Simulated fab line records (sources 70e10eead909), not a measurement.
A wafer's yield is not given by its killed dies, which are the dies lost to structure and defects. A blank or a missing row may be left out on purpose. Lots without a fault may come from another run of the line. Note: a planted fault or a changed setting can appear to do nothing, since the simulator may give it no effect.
Matching of chambers -- flow nand harc -- 4 sister chambers for NHARC_A_SGD_CUT_CMP_21 on cmp-02
The step polishes, target thk 148.19 nm. 24 wafers are shown with their chamber, then 12 later ones without.

== EACH WAFER AND ITS CHAMBER ==
wafer,chamber,motor current A (A),time to endpoint s (s)
L074.1,3,16.4,54.2
L074.3,1,12.6,47.5
L074.4,0,12.0,49.5
L075.1,3,16.1,51.5
L075.4,1,13.3,48.3
L075.5,0,10.9,47.5
L078.1,3,16.1,53.3
L078.5,1,12.6,48.2
L078.6,2,11.6,48.8
L079.1,2,12.0,49.8
L079.2,3,15.3,56.1
L079.3,0,11.3,53.2
L082.1,0,11.2,49.8
L082.4,2,11.8,50.7
L082.6,0,11.8,52.4
L080.3,3,15.5,54.7
L080.4,2,12.4,50.5
L080.6,2,12.2,50.3
L084.2,0,11.3,52.9
L084.3,2,12.1,52.0
L084.4,1,13.1,49.0
L090.3,3,16.1,55.1
L090.4,1,12.6,52.7
L090.5,1,13.0,51.1

SIGNATURES (means of the wafers above)
reading,chamber 0,chamber 1,chamber 2,chamber 3,scatter within a chamber
motor current A,11.417,12.867,12.017,15.917,0.36
time to endpoint s,50.883,49.467,50.350,54.150,1.8
Rule: for a wafer and a chamber, the distance is found by dividing, reading by reading, the gap between the wafer's reading and the chamber's mean by the reading's scatter, squaring, summing and taking the root. If the next closest chamber is less than 2 further off than the closest, the wafer can't be placed; otherwise it belongs to the closest. The scatter: the root of (the sum of the squares of (reading less its chamber's mean) over the shown wafers, divided by (wafers less chambers)).

== WAFERS WITHOUT THEIR CHAMBER ==
wafer,motor current A (A),time to endpoint s (s)
L092.1,11.7,42.9
L092.5,13.6,45.4
L092.6,11.9,49.8
L093.2,11.5,51.0
L093.3,16.3,57.5
L093.6,16.4,56.0
L096.1,11.8,51.7
L096.2,13.4,52.5
L096.4,11.4,54.3
L097.2,11.1,49.7
L097.3,15.7,53.6
L097.4,13.5,46.1

== THE CHAMBER EACH PASSED THROUGH ==
wafer,from the rows above,in truth
L092.1,can't be placed: 2 or 0 or 1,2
L092.5,1,1
L092.6,can't be placed: 2 or 0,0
L093.2,can't be placed: 0 or 2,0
L093.3,3,3
L093.6,3,3
L096.1,can't be placed: 2 or 0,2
L096.2,can't be placed: 1 or 2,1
L096.4,can't be placed: 0 or 2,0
L097.2,can't be placed: 0 or 2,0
L097.3,3,3
L097.4,1,1
5 of 12 placed correctly. Cannot be placed on the basis of these rows: 7; the candidates contain the true chamber in 7. 0 placed wrongly.
